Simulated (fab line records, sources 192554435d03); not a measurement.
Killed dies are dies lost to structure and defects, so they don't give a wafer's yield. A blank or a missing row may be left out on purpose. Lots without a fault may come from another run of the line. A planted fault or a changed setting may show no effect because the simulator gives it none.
Which tool did it? | flow n5_finfet | 12 lots, 34 wafers sampled, at 3 steps of a route of 1938

WHAT THE GAUGES READ, wafer by wafer
N5_MIM_TOP_LITHO_OVL_MEAS_11.
lot  | measured     | on         | MIM_TOP_OVL (nm)
L667 | day 13 08:52 | overlay-01 | 8 -1
L668 | day 13 11:12 | overlay-02 | 0 1 6
L669 | day 14 11:12 | overlay-01 | 7 7 7
L670 | day 14 20:55 | overlay-01 | 0 5 0
L671 | day 14 15:25 | overlay-01 | 5 10 9
L672 | day 14 21:50 | overlay-01 | 4 -3 6
L673 | day 15 02:13 | overlay-02 | 1 -3 8
L674 | day 15 16:55 | overlay-01 | 4 2 -2
L676 | day 16 07:54 | overlay-01 | 6 4 8
L677 | day 16 12:21 | overlay-02 | -6 -3
L678 | day 16 12:31 | overlay-01 | 12 9 3
L681 | day 17 23:31 | overlay-01 | 4 3 8

WHICH TOOL RAN EACH LOT (tool, then ch and the chambers of the sampled wafers, then the start)
lot  | N5_SPACER0_ALD_08                | N5_PASSIVATION_PECVD_00
L667 | ald_sin-04 ch 0,2, day 3 14:38   | pecvd-04 ch 1,2, day 13 06:55
L668 | ald_sin-02 ch 0,2,3, day 3 18:13 | pecvd-01 ch 0,1, day 13 08:07
L669 | ald_sin-01 ch 0,2,3, day 4 02:04 | pecvd-03 ch 1,2, day 14 08:46
L670 | ald_sin-04 ch 0,2,3, day 4 05:47 | pecvd-03 ch 1,2, day 14 17:32
L671 | ald_sin-04 ch 0,2, day 4 13:00   | pecvd-04 ch 0,1,2, day 14 12:21
L672 | ald_sin-02 ch 0,1,2, day 4 17:57 | pecvd-01 ch 0,1, day 14 20:26
L673 | ald_sin-04 ch 0,1,3, day 5 01:56 | pecvd-01 ch 0,1,2, day 14 23:48
L674 | ald_sin-01 ch 0,2,3, day 5 07:21 | pecvd-01 ch 0,1,2, day 15 13:20
L676 | ald_sin-04 ch 0,3, day 5 19:52   | pecvd-04 ch 0,2, day 16 04:52
L677 | ald_sin-04 ch 0,3, day 6 01:24   | pecvd-01 ch 2, day 16 10:15
L678 | ald_sin-04 ch 0,1,3, day 6 05:58 | pecvd-01 ch 0,1, day 16 09:34
L681 | ald_sin-04 ch 1,3, day 7 00:57   | pecvd-01 ch 0,2, day 17 21:23
- N5_SPACER0_ALD_08: deposits SiNx, target thk 2 nm.
- N5_PASSIVATION_PECVD_00: deposits SiO2 from SiH4/N2O, target thk 200 nm, time 11.2 s.

WHAT THE TOOLS THEMSELVES READ (means of the sampled wafers that have a number; where no wafer has one, the mark that the record gives instead)
N5_SPACER0_ALD_08.
lot  | tool       | heater_power_w (W)
L667 | ald_sin-04 | 921
L668 | ald_sin-02 | 887
L669 | ald_sin-01 | 792
L670 | ald_sin-04 | 885
L671 | ald_sin-04 | 903
L672 | ald_sin-02 | 900
L673 | ald_sin-04 | 830
L674 | ald_sin-01 | 768
L676 | ald_sin-04 | 850
L677 | ald_sin-04 | 833
L678 | ald_sin-04 | 840
L681 | ald_sin-04 | 814

N5_PASSIVATION_PECVD_00.
lot  | tool     | heater_power_w (W) | showerhead_plenum_p_Torr (Torr) | throttle_valve_pct (%)
L667 | pecvd-04 | 628                | 8.19                            | 52
L668 | pecvd-01 | 574                | 8.32                            | 51
L669 | pecvd-03 | 778                | 8.35                            | 49
L670 | pecvd-03 | 799                | 8.34                            | 49
L671 | pecvd-04 | 599                | 8.17                            | 51
L672 | pecvd-01 | 603                | 8.32                            | 51
L673 | pecvd-01 | 751                | 8.25                            | 50
L674 | pecvd-01 | 741                | 8.26                            | 50
L676 | pecvd-04 | 670                | 8.26                            | 50
L677 | pecvd-01 | 860                | 8.14                            | 50
L678 | pecvd-01 | 644                | 8.34                            | 50
L681 | pecvd-01 | 894                | 8.21                            | 49

THE ANSWER, worked out from the rows above alone
Rule: what is usual is taken from the lots themselves. Put in order of their means at a reading, lots are off if they are a third of the lots or fewer, leave a main group of 4 or more, and stand apart from it by a gap of 3 or more times the standard deviation of the main group's means; of several such gaps the widest counts. A main group whose means are all the same, to the digits that the tables above print for the reading, isn't used. A lot without any number at a reading at which 4 lots or more have one is off too. The other lots that the step has rows for count as sound. The gauges are gone through in route order, then the tools' own readings, and for those a lot's mean is taken as printed above. The first step at which some lot is off is used, and at that step the reading that is off furthest; a lot without a number counts as furthest.
No lot is off at any reading shown: from this, nothing can be told.

WHAT THE SIMULATOR HAD PUT IN
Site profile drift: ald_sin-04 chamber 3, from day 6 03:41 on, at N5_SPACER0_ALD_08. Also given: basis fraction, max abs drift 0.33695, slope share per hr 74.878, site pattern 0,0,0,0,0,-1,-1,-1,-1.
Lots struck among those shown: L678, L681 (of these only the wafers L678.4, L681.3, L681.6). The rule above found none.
